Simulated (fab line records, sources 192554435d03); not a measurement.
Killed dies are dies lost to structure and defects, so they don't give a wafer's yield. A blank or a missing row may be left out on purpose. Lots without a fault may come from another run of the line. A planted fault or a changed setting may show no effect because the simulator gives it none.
Chamber matching | flow n5_finfet | N5_BEOL_M0_CUTY_ETCH_63 on rie_diel-05: 4 sister chambers
The step etches SOC in N2/H2, target depth 82.7 nm, overetch 16.5 nm, time 124 s. 8 wafers are shown with their chamber, then 8 later ones without.

WAFERS WITH THEIR CHAMBER
wafer  | chamber | drypump_motor_current_A (A) | showerhead_plenum_p_Torr (Torr)
L078.5 | 2       | 6.2                         | 2.64
L083.6 | 2       | 6.1                         | 2.63
L090.4 | 1       | 5.5                         | 2.51
L090.6 | 3       | 5.6                         | 2.52
L091.1 | 3       | 5.6                         | 2.52
L091.3 | 1       | 5.5                         | 2.51
L091.5 | 0       | 5.5                         | 2.67
L094.1 | 0       | 5.5                         | 2.67

WAFERS WITHOUT THEIR CHAMBER
wafer  | drypump_motor_current_A (A) | showerhead_plenum_p_Torr (Torr)
L094.5 | 6.2                         | 2.62
L094.6 | 5.5                         | 2.51
L096.1 | 5.6                         | 2.67
L096.2 | 5.6                         | 2.52
L096.5 | 5.5                         | 2.50
L097.2 | 5.6                         | 2.66
L097.3 | 6.2                         | 2.62
L097.6 | 5.6                         | 2.52

WHICH CHAMBER EACH WENT THROUGH
wafer  | from the rows above | in truth
L094.5 | 2                   | 2
L094.6 | 1                   | 1
L096.1 | 0                   | 0
L096.2 | 3                   | 3
L096.5 | 1                   | 1
L097.2 | 0                   | 0
L097.3 | 2                   | 2
L097.6 | 3                   | 3
Placed correctly: 8 of 8. Can't be placed from these rows: 0. Placed wrongly: 0.
How it was worked out, from the rows above alone: a wafer's distance from a chamber is the root of the sum, over the readings, of the square of ((its reading less the chamber's mean) divided by the reading's scatter). The wafer belongs to the nearest chamber; if the next one is less than 2 further off, it can't be placed. A chamber's mean is the mean of its shown wafers. The scatter: the root of (the sum of the squares of (reading less its chamber's mean) over the shown wafers, divided by (wafers less chambers)).
